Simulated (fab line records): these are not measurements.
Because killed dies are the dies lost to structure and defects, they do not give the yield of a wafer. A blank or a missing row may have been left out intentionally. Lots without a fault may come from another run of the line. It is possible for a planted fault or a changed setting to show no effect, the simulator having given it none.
Chamber matching | flow nand harc | NHARC_A_BONDPAD_DEP_00 on pecvd-02: 3 sister chambers
The step deposits SiCN, target thk 250 nm. 18 wafers are shown with their chamber, then 9 later ones without.

## WAFERS PAIRED WITH THEIR CHAMBERS
wafer  | chamber | heater power w (W)
L076.1 | 1       | 510
L076.3 | 2       | 515
L076.5 | 0       | 616
L079.1 | 0       | 650
L079.2 | 2       | 517
L079.5 | 2       | 520
L079.3 | 1       | 470
L079.4 | 0       | 625
L079.6 | 1       | 493
L081.1 | 2       | 514
L081.3 | 0       | 591
L081.4 | 1       | 482
L082.1 | 1       | 548
L082.2 | 0       | 551
L082.5 | 2       | 519
L085.4 | 1       | 509
L085.5 | 0       | 678
L085.6 | 2       | 519

SIGNATURES, as means of the wafers listed above
reading        | chamber 0 | chamber 1 | chamber 2 | scatter within a chamber
heater power w | 618.50    | 502.00    | 517.33    | 30.2
Rule: a wafer's distance from a chamber is the root of the sum, over the readings, of the square of ((its reading less the chamber's mean) divided by the reading's scatter). The wafer belongs to the nearest chamber; if the next one is less than 2 further off, it can't be placed. The scatter: take each reading less its chamber's mean, square it, sum over the shown wafers, divide by the number of wafers less the number of chambers, and take the root.

## WAFERS WITHOUT THEIR CHAMBER
wafer  | heater power w (W)
L097.2 | 541
L097.3 | 645
L097.4 | 498
L097.1 | 496
L097.5 | 572
L097.6 | 661
L094.1 | 498
L094.3 | 465
L094.4 | 478

## THE CHAMBER EACH PASSED THROUGH
wafer  | from the rows above          | in truth
L097.2 | can't be placed: 2 or 1 or 0 | 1
L097.3 | 0                            | 0
L097.4 | can't be placed: 1 or 2      | 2
L097.1 | can't be placed: 1 or 2      | 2
L097.5 | can't be placed: 0 or 2 or 1 | 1
L097.6 | 0                            | 0
L094.1 | can't be placed: 1 or 2      | 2
L094.3 | can't be placed: 1 or 2      | 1
L094.4 | can't be placed: 1 or 2      | 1
2 of 9 placed correctly. Cannot be placed on the basis of these rows: 7; the candidates contain the true chamber in 7. Number placed wrongly: 0.
